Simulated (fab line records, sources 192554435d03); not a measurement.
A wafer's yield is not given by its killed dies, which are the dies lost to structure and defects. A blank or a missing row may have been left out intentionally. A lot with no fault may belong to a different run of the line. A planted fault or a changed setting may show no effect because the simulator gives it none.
fab line records ; flow n5_finfet
record: lots: 6; wafers: 16; last_day: 17
route steps=1938 shown MOL_CONTACT_COAG@520 BEOL_M4@1111 PASSIVATION@1936
lots with no fault: from the same line, run without faults
start_h: hours from the record's first day to the start of the lot's first wafer shown ; wait_h: hours since the lot's step before ; " as in the row above ; L1.1+2: a single row standing in for several wafers ; - no value, or no start was given ; * or withheld: withheld ; < > ~ a bound
route shown NAME@n: names a module that has steps shown in the file, with the first one's number in the route ; usual: average and standard deviation across the fault-free wafers ; same: alike in all rows ; chamber/n: place in a boat ; sites: readings site by site ; _std_site: standard deviation of those values ; _edge_site: the outer-site mean with the inner-site mean subtracted ; radius_mm: for every site, how far away it sits from the centre of the wafer ; mask NAME#n: copy n ; behind: the tool/chamber that last shaped the wafer ; hold: cause of the lot's hold/its duration in hours/its outcome ; device: the transistor (n, p or np) that didn't switch ; end of line: at the end of the route, the tests of the same wafers ; step lacking rows: just its recipe ; killed: dies lost to structure and defects at the first sort, not the wafer's yield ; map: per-die view of a wafer (x killed, . not killed, _ where there is no die)
set.NAME: the run value of the setting; set.NAME@STEP: its run value at that earlier step ; model.NAME: the simulator's own value behind a step, which no gauge read
a table for each step, a row for each wafer; lots at some steps of the route
services: the hour from which a tool's chamber was out of use, counted from the record's first day as start_h (under 0 if before that day), plus the number of hours and why
== steps ==
step: N5_MOL_CONTACT_COAG_COAT_02
recipe: resist: CAR-EUV; spin_rpm: 1500; resist_thk_nm: 30
step: N5_MOL_CONTACT_COAG_EBR_04
recipe: solvent: PGMEA; ebr_width_mm: 1.5
step: N5_MOL_CONTACT_COAG_SOFTBAKE_03
recipe: temp_c: 110; time_s: 60; resist: CAR-EUV
step: N5_MOL_CONTACT_COAG_EXPOSE_05
recipe: mask_id: CA; na: 0.33; source_shape: annular; sigma_inner: 0.4; sigma_outer: 0.8; polarization: unpolarized; defocus_nm: 0; dose_mj: 38.25
step: N5_MOL_CONTACT_COAG_PEB_06
recipe: peb_temp_c: 100; peb_time_s: 60; resist: CAR-EUV
step: N5_MOL_CONTACT_COAG_DEVELOP_07
recipe: develop_time_s: 30; developer: TMAH; resist: CAR-EUV; rinse_liquid: surfactant_rinse; dry: air_spin; dev_temp_c: 23
step: N5_MOL_CONTACT_COAG_CD_MEAS_08
recipe: target_cd_nm: 28; landing_energy_ev: 500; detector: se_inlens; polarity: opening
usual: cd_nm: 27.96/0.25
lot.wafer;tool;chamber;start_h;wait_h;cd_nm
L777.4;cd_sem-02;0;110.83;-;28.17
L777.5;cd_sem-02;0;110.83;-;28.09
L777.6;cd_sem-02;0;110.83;-;27.78
L782.2;cd_sem-03;0;142.01;-;28.05
L782.3;cd_sem-03;0;142.01;-;28.16
L782.4;cd_sem-03;0;142.01;-;27.53
L790.4;cd_sem-01;0;192.27;-;27.88
L790.5;cd_sem-01;0;192.27;-;28.33
L791.3;cd_sem-02;0;198.53;-;27.77
L791.4;cd_sem-02;0;198.53;-;28.27
L792.1;cd_sem-03;0;209.48;-;27.90
L792.2;cd_sem-03;0;209.48;-;27.92
L792.5;cd_sem-03;0;209.48;-;28.19
L795.1;cd_sem-01;0;226.27;-;27.49
L795.2;cd_sem-01;0;226.27;-;27.29
L795.4;cd_sem-01;0;226.27;-;28.11
step: N5_MOL_CONTACT_COAG_OVL_MEAS_09
recipe: points_per_wafer: 522
usual: CA_OVL: 0.2/0.76
lot.wafer;tool;chamber;start_h;wait_h;CA_OVL[nm]
L777.4;overlay-01;0;110.87;0.0;1.3
L777.5;overlay-01;0;110.87;0.0;1.1
L777.6;overlay-01;0;110.87;0.0;2.0
L782.2;overlay-02;0;142.04;0.0;0.4
L782.3;overlay-02;0;142.04;0.0;-0.3
L782.4;overlay-02;0;142.04;0.0;0.2
L790.4;overlay-02;0;192.32;0.0;0.8
L790.5;overlay-02;0;192.32;0.0;1.3
L791.3;overlay-01;0;198.57;0.0;-1.0
L791.4;overlay-01;0;198.57;0.0;-0.8
L792.1;overlay-01;0;209.51;0.0;0.0
L792.2;overlay-01;0;209.51;0.0;-1.0
L792.5;overlay-01;0;209.51;0.0;-0.4
L795.1;overlay-01;0;226.30;0.0;-0.5
L795.2;overlay-01;0;226.30;0.0;-0.2
L795.4;overlay-01;0;226.30;0.0;0.2
step: N5_MOL_CONTACT_COAG_INSPECT_10
recipe: mode: adi; inspect_instrument: brightfield
usual: raw_defect_count: 78/31
lot.wafer;tool;chamber;start_h;wait_h;raw_defect_count
L777.4;defect_inspect-02;-;110.91;0.0;60
L777.5;defect_inspect-02;-;110.91;0.0;96
L777.6;defect_inspect-02;-;110.91;0.0;101
L782.2;defect_inspect-01;-;142.10;0.0;36
L782.3;defect_inspect-01;-;142.10;0.0;32
L782.4;defect_inspect-01;-;142.10;0.0;66
L790.4;defect_inspect-02;-;192.36;0.0;63
L790.5;defect_inspect-02;-;192.36;0.0;67
L791.3;defect_inspect-01;-;198.62;0.0;161
L791.4;defect_inspect-01;-;198.62;0.0;79
L792.1;defect_inspect-01;-;209.57;0.1;96
L792.2;defect_inspect-01;-;209.57;0.1;73
L792.5;defect_inspect-01;-;209.57;0.1;118
L795.1;defect_inspect-01;-;226.36;0.1;79
L795.2;defect_inspect-01;-;226.36;0.1;91
L795.4;defect_inspect-01;-;226.36;0.1;96
step: N5_MOL_CONTACT_COAG_DESCUM_13
recipe: chemistry: O2; time_s: 7; source_power_w: 50; bias_power_w: 20; pressure_mtorr: 20; rf_frequency_hz: 2.712e+07; temp_c: 40; resist: CAR-EUV; o2_flow_sccm: 225
usual: drypump_motor_current_A: 5.4/0.47; oes_product_au: 0.78/0.076; rf_vpp_V: 243.0/1.5; showerhead_plenum_p_Torr: 2.08/0.079; throttle_valve_pct: 20.47/0.2
same: time_s: 7
lot.wafer;tool;chamber;start_h;wait_h;drypump_motor_current_A;oes_product_au;rf_hours_counter_h;rf_vpp_V;showerhead_plenum_p_Torr;throttle_valve_pct
L777.4;rie_diel-06;3;110.95;0.0;4.8;0.68;242;240.5;1.98;20.70
L777.5;rie_diel-06;2;110.95;0.0;5.3;0.76;-;243.5;2.09;20.54
L777.6;rie_diel-06;3;110.95;0.0;4.9;0.69;-;240.4;1.98;20.69
L782.2;rie_diel-04;0;142.13;0.0;5.7;0.69;203;245.4;2.15;20.33
L782.3;rie_diel-04;3;142.13;0.0;5.0;0.77;115;241.8;2.10;20.53
L782.4;rie_diel-04;1;142.13;0.0;5.8;0.76;167;240.7;1.99;20.22
L790.4;rie_diel-06;3;192.39;0.0;4.8;0.97;6;245.1;2.24;20.41
L790.5;rie_diel-06;2;192.39;0.0;5.3;0.74;-;243.1;2.08;20.59
L791.3;rie_diel-06;2;198.87;0.3;5.3;0.74;191;242.0;2.08;20.61
L791.4;rie_diel-06;1;198.87;0.3;5.6;0.73;193;242.7;2.08;20.82
L792.1;rie_diel-05;2;209.60;0.0;5.4;0.86;61;244.1;2.21;20.19
L792.2;rie_diel-05;1;209.60;0.0;5.1;0.86;50;241.7;2.02;20.16
L792.5;rie_diel-05;0;209.60;0.0;5.9;0.75;-;245.8;2.19;20.68
L795.1;rie_diel-05;2;227.24;0.9;5.3;0.85;68;246.5;2.21;20.25
L795.2;rie_diel-05;1;227.24;0.9;5.1;0.85;57;241.9;2.02;20.19
L795.4;rie_diel-05;1;227.24;0.9;5.1;0.85;-;241.4;2.02;20.19
step: N5_MOL_CONTACT_COAG_ETCH_59
recipe: chemistry: N2/H2; target: underlayer; target_depth_a: 130; mask_material: CAR-EUV; time_s: 10.4; ion_energy_ev: 200; pressure_mtorr: 30; source_w: 840; bias_w: 150; n2_flow_sccm: 200; h2_flow_sccm: 200; ends: cleared
usual: drypump_motor_current_A: 5.4/0.48; etch_rf_on_time_s: 10.38/0.29; oes_product_au: 0.66/0.064; rf_vpp_V: 523.6/2.8; showerhead_plenum_p_Torr: 2.53/0.098; throttle_valve_pct: 17.95/0.2
lot.wafer;tool;chamber;start_h;wait_h;drypump_motor_current_A;etch_rf_on_time_s;oes_product_au;rf_hours_counter_h;rf_vpp_V;showerhead_plenum_p_Torr;throttle_valve_pct
L777.4;rie_diel-06;3;110.98;0.0;4.9;10.45;0.59;242;519.5;2.40;18.24
L777.5;rie_diel-06;2;110.98;0.0;5.3;10.17;0.65;-;524.8;2.54;18.06
L777.6;rie_diel-06;3;110.98;0.0;4.9;10.48;0.60;-;520.5;2.40;18.23
L782.2;rie_diel-04;0;142.17;0.0;5.7;10.69;0.60;203;526.5;2.63;18.05
L782.3;rie_diel-04;3;142.17;0.0;5.1;10.07;0.67;115;524.0;2.55;17.89
L782.4;rie_diel-04;1;142.17;0.0;5.9;10.38;0.65;167;521.4;2.45;17.81
L790.4;rie_diel-06;3;192.43;0.0;4.9;10.04;0.84;6;530.3;2.72;17.89
L790.5;rie_diel-06;2;192.43;0.0;5.3;10.28;0.63;-;524.6;2.53;18.12
L791.3;rie_diel-06;2;198.91;0.0;5.3;10.19;0.63;191;524.4;2.53;18.13
L791.4;rie_diel-06;1;198.91;0.0;5.6;10.06;0.63;193;521.8;2.53;18.29
L792.1;rie_diel-05;2;209.64;0.0;5.4;10.70;0.72;61;528.6;2.70;17.75
L792.2;rie_diel-05;1;209.64;0.0;5.1;10.54;0.74;50;522.2;2.47;17.69
L792.5;rie_diel-05;0;209.64;0.0;5.9;9.99;0.65;-;526.6;2.65;18.07
L795.1;rie_diel-05;2;227.28;0.0;5.4;10.77;0.71;68;529.2;2.70;17.78
L795.2;rie_diel-05;1;227.28;0.0;5.1;10.52;0.73;57;522.8;2.47;17.71
L795.4;rie_diel-05;1;227.28;0.0;5.1;10.52;0.72;-;521.7;2.47;17.72
step: N5_MOL_CONTACT_COAG_ETCH_105
recipe: chemistry: CF4; target: SiARC; target_depth_a: 156; mask_material: CAR-EUV; time_s: 26; ion_energy_ev: 80; pressure_mtorr: 40; source_w: 545; bias_w: 36; Ar_flow_sccm: 100; cf4_flow_sccm: 100; ends: cleared
usual: drypump_motor_current_A: 5.4/0.48; etch_rf_on_time_s: 25.9/0.66; oes_product_au: 0.66/0.065; rf_vpp_V: 184.0/1.3; showerhead_plenum_p_Torr: 2.13/0.075; throttle_valve_pct: 15.68/0.19
lot.wafer;tool;chamber;start_h;wait_h;drypump_motor_current_A;etch_rf_on_time_s;oes_product_au;rf_hours_counter_h;rf_vpp_V;showerhead_plenum_p_Torr;throttle_valve_pct
L777.4;rie_diel-06;3;111.00;0.0;4.9;26.0;0.60;242;182.7;2.03;15.89
L777.5;rie_diel-06;2;111.00;0.0;5.3;25.3;0.66;-;184.9;2.13;15.72
L777.6;rie_diel-06;3;111.00;0.0;4.9;26.2;0.60;-;182.7;2.03;15.88
L782.2;rie_diel-04;0;142.19;0.0;5.8;26.8;0.59;203;185.0;2.20;15.61
L782.3;rie_diel-04;3;142.19;0.0;5.0;25.5;0.66;115;182.8;2.16;15.74
L782.4;rie_diel-04;1;142.19;0.0;5.8;26.4;0.64;167;182.1;2.04;15.44
L790.4;rie_diel-06;3;192.45;0.0;4.9;25.2;0.85;6;185.9;2.28;15.43
L790.5;rie_diel-06;2;192.45;0.0;5.3;25.5;0.63;-;184.8;2.12;15.79
L791.3;rie_diel-06;2;198.93;0.0;5.3;25.5;0.62;191;183.3;2.12;15.80
L791.4;rie_diel-06;1;198.93;0.0;5.6;25.2;0.64;193;186.1;2.13;15.98
L792.1;rie_diel-05;2;209.66;0.0;5.3;26.7;0.72;61;186.3;2.24;15.32
L792.2;rie_diel-05;1;209.66;0.0;5.1;26.0;0.73;50;183.0;2.10;15.50
L792.5;rie_diel-05;0;209.66;0.0;5.9;25.1;0.65;-;184.6;2.25;15.97
L795.1;rie_diel-05;2;227.30;0.0;5.4;26.8;0.71;68;186.1;2.24;15.35
L795.2;rie_diel-05;1;227.30;0.0;5.1;26.2;0.73;57;183.8;2.10;15.52
L795.4;rie_diel-05;1;227.30;0.0;5.1;26.5;0.72;-;183.6;2.10;15.54
step: N5_MOL_CONTACT_COAG_ETCH_106
recipe: chemistry: N2/H2; target: SOC; target_depth_a: 800; overetch_a: 160; mask_material: SiARC; temp_c: 40; time_s: 120; ion_energy_ev: 200; pressure_mtorr: 30; source_w: 840; bias_w: 150; n2_flow_sccm: 200; h2_flow_sccm: 200
usual: drypump_motor_current_A: 5.4/0.47; oes_product_au: 0.69/0.064; rf_vpp_V: 523.5/2.8; showerhead_plenum_p_Torr: 2.53/0.098; throttle_valve_pct: 17.92/0.2
lot.wafer;tool;chamber;start_h;wait_h;drypump_motor_current_A;oes_product_au;rf_hours_counter_h;rf_vpp_V;showerhead_plenum_p_Torr;throttle_valve_pct;model.SiARC_of_MOL_CONTACT_COAG_COAT_104.thk_nm
L777.4;rie_diel-06;3;111.03;0.0;4.9;0.63;242;519.2;2.40;18.21;6.4
L777.5;rie_diel-06;2;111.03;0.0;5.3;0.68;-;524.5;2.54;18.03;6.4
L777.6;rie_diel-06;3;111.03;0.0;4.9;0.63;-;520.3;2.40;18.22;6.4
L782.2;rie_diel-04;0;142.21;0.0;5.7;0.63;203;527.2;2.63;18.01;6.6
L782.3;rie_diel-04;3;142.21;0.0;5.1;0.70;115;523.4;2.55;17.86;6.2
L782.4;rie_diel-04;1;142.21;0.0;5.8;0.68;167;520.8;2.44;17.78;6.4
L790.4;rie_diel-06;3;192.47;0.0;4.8;0.90;6;529.5;2.72;17.86;6.6
L790.5;rie_diel-06;2;192.47;0.0;5.3;0.65;-;523.7;2.53;18.12;6.4
L791.3;rie_diel-06;2;198.96;0.0;5.3;0.65;191;523.9;2.53;18.10;6.4
L791.4;rie_diel-06;1;198.96;0.0;5.6;0.67;193;522.7;2.53;18.27;6.4
L792.1;rie_diel-05;2;209.68;0.0;5.3;0.77;61;528.5;2.70;17.74;6.6
L792.2;rie_diel-05;1;209.68;0.0;5.1;0.78;50;523.0;2.47;17.67;6.4
L792.5;rie_diel-05;0;209.68;0.0;5.9;0.67;-;525.6;2.65;18.02;6.2
L795.1;rie_diel-05;2;227.33;0.0;5.4;0.76;68;526.6;2.70;17.75;6.6
L795.2;rie_diel-05;1;227.33;0.0;5.1;0.76;57;522.1;2.47;17.69;6.4
L795.4;rie_diel-05;1;227.33;0.0;5.1;0.77;-;522.1;2.47;17.68;6.6
step: N5_MOL_CONTACT_COAG_STRIP_107
recipe: chemistry: N2/H2; temp_c: 40; n2_flow_sccm: 200; h2_flow_sccm: 200; rf_frequency_hz: 6e+07
step: N5_BEOL_M4_RC_MEAS_101
usual: DIBL_N: 36.2/1.7; DIBL_P: 36.6/1.9; IOFF_N: 0.16/0.032; IOFF_P: 0.21/0.037; ION_N: 675/12; ION_P: 460/8.1; SS_N: 71.4/0.58; SS_P: 73.4/0.64; VT_N: 249/3.2; VT_P: -252/3.4
lot.wafer;tool;chamber;start_h;wait_h;DIBL_N[mV/V];DIBL_P[mV/V];IOFF_N[nA/um];IOFF_P[nA/um];ION_N[uA/um];ION_P[uA/um];SS_N[mV/dec];SS_P[mV/dec];VT_N[mV];VT_P[mV]
L777.4;prober-02;0;193.23;0.5;37.5;38.9;0.21;0.23;686;473;71.2;74.1;245;-252
L777.5;prober-02;0;193.23;0.5;34.5;34.3;0.14;0.16;670;454;71.0;73.3;252;-255
L777.6;prober-02;0;193.23;0.5;38.8;39.7;0.23;0.24;691;470;71.4;75.2;243;-250
L782.2;prober-02;0;208.33;0.2;35.0;35.6;0.14;0.17;666;452;71.7;73.0;249;-254
L782.3;prober-02;0;208.33;0.2;37.1;38.9;0.19;0.22;687;465;72.0;72.8;246;-250
L782.4;prober-02;0;208.33;0.2;33.7;34.1;0.12;0.15;657;448;71.3;72.8;253;-255
L790.4;prober-02;0;264.24;0.5;35.6;35.9;0.15;0.17;656;450;71.7;73.1;248;-254
L790.5;prober-02;0;264.24;0.5;34.8;34.4;0.13;0.16;667;454;71.3;72.4;251;-255
L791.3;prober-01;0;267.97;0.3;34.7;35.1;0.14;0.16;666;446;71.2;73.4;253;-256
L791.4;prober-01;0;267.97;0.3;37.6;39.4;0.20;0.23;682;460;71.6;74.8;247;-253
L792.1;prober-02;0;281.81;0.0;34.2;35.7;0.14;0.19;680;469;70.7;72.7;251;-252
L792.2;prober-02;0;281.81;0.0;36.8;38.5;0.19;0.23;689;464;71.6;73.8;245;-251
L792.5;prober-02;0;281.81;0.0;35.9;37.6;0.17;0.22;686;471;71.0;73.1;247;-252
L795.1;prober-01;0;295.32;0.0;36.2;35.8;0.16;0.21;677;464;71.4;73.6;249;-250
L795.2;prober-01;0;295.32;0.0;36.2;35.8;0.17;0.20;673;459;71.5;73.6;245;-253
L795.4;prober-01;0;295.32;0.0;34.5;33.9;0.13;0.17;662;458;70.9;72.6;254;-251
step: N5_PASSIVATION_PROBE_49
usual: defect_limited_yield: 91.3/1.5; killed_at_M0_to_M3: 35/10; killed_at_M4_up: 12/4.6; killed_at_contacts: 13/6.6; killed_at_front_end: 39/11; killed_at_other: 4/3.4; killed_dies: 103/17; killed_open: 67/13; killed_short: 35/8.2; sort_bin_5_function: 5.1/0.94; sort_bin_6_memory: 3.2/0.7; sort_n_pass: 1077/17; sort_yield_pct: 91.3/1.5
same: gross_dies: 1180; killed_at_back_side: 0; sort_bin_4_leakage[%]: 0; sort_bin_8_speed[%]: 0
lot.wafer;tool;chamber;start_h;wait_h;defect_limited_yield[%];killed_at_M0_to_M3;killed_at_M4_up;killed_at_contacts;killed_at_front_end;killed_at_other;killed_dies;killed_open;killed_short;sort_bin_5_function[%];sort_bin_6_memory[%];sort_n_pass;sort_yield_pct[%]
L790.4;prober-01;-;377.00;0.2;90.4;30;7;22;46;8;113;69;41;5.8;3.5;1067;90.4
L790.5;prober-01;-;377.05;0.2;91.1;26;10;16;48;5;105;61;44;6.1;2.5;1075;91.1
L791.3;prober-01;-;384.05;0.1;93.5;19;13;10;34;1;77;48;28;3.7;2.4;1103;93.5
killed by level:class
L790.4 MOL_CONTACT_COAG:geometric_particle:open=19 BEOL_M0_SAQP:geometric_particle:short=9 STI_FIN_REVEAL:geometric_particle:open=8 BEOL_M1:geometric_particle:open=7 FIN_SAQP:geometric_particle:short=6 FIN_SAQP:geometric_particle:open=6 DUMMY_GATE:geometric_particle:open=6 GATE_CUT:geometric_particle:short=6
L790.5 MOL_CONTACT_COAG:geometric_particle:open=14 FIN_SAQP:geometric_particle:short=12 FIN_SAQP:geometric_particle:open=10 GATE_CUT:geometric_particle:open=7 BEOL_M1:geometric_particle:open=6 BEOL_M0_SAQP:geometric_particle:short=6 GATE_CUT:geometric_particle:short=5 BEOL_M0_SAQP:geometric_particle:open=4
L791.3 MOL_CONTACT_COAG:geometric_particle:open=10 BEOL_M4:geometric_particle:open=9 FIN_SAQP:geometric_particle:short=7 BEOL_M2:geometric_particle:open=6 FIN_SAQP:geometric_particle:open=5 GATE_CUT:geometric_particle:short=4 STARTING-WAFER:geometric_particle:short=4 DUMMY_GATE:geometric_particle:open=3
== services ==
tool;chamber;start_h;hours;kind
rie_diel-06;3;149.23;-;clean
rie_diel-06;3;149.23;-;consumable_replace:focus_ring
rie_diel-06;3;149.23;-;consumable_replace:showerhead
rie_diel-06;3;149.23;23.9;scheduled_down
rie_diel-06;3;149.23;23.9;vent_cycle
rie_diel-04;-;164.74;4.3;pm
rie_diel-04;-;212.56;0.5;repair
rie_diel-05;0;213.29;4.7;repair
rie_diel-06;-;216.71;2.8;pm
rie_diel-04;0;224.29;7.6;repair
rie_diel-05;3;226.40;-;clean
rie_diel-05;3;226.40;-;consumable_replace:focus_ring
rie_diel-05;3;226.40;-;consumable_replace:showerhead
rie_diel-05;3;226.40;20.0;scheduled_down
rie_diel-05;3;226.40;20.0;vent_cycle
== key ==
first_sign none at tools or gauges
model_effect: step: N5_MOL_CONTACT_COAG_ETCH_106; value: SiARC_of_MOL_CONTACT_COAG_COAT_104.thk_nm; without: 6.1; struck: 6.5
met_at N5_MOL_CONTACT_COAG_ETCH_106
struck_wafers L790.4,L791.4
onset_between 111.03 192.47
fault: kind: process_parameter_drift; tool: rie_diel-06; chamber: -; onset_h: 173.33; steps: N5_MOL_CONTACT_COAG_ETCH_106; channel: target_depth_a; offset: -52.612; shape: step; end_h: 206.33; scope: struck_wafers_only; acts_in: these_recipes_only; stated: 800
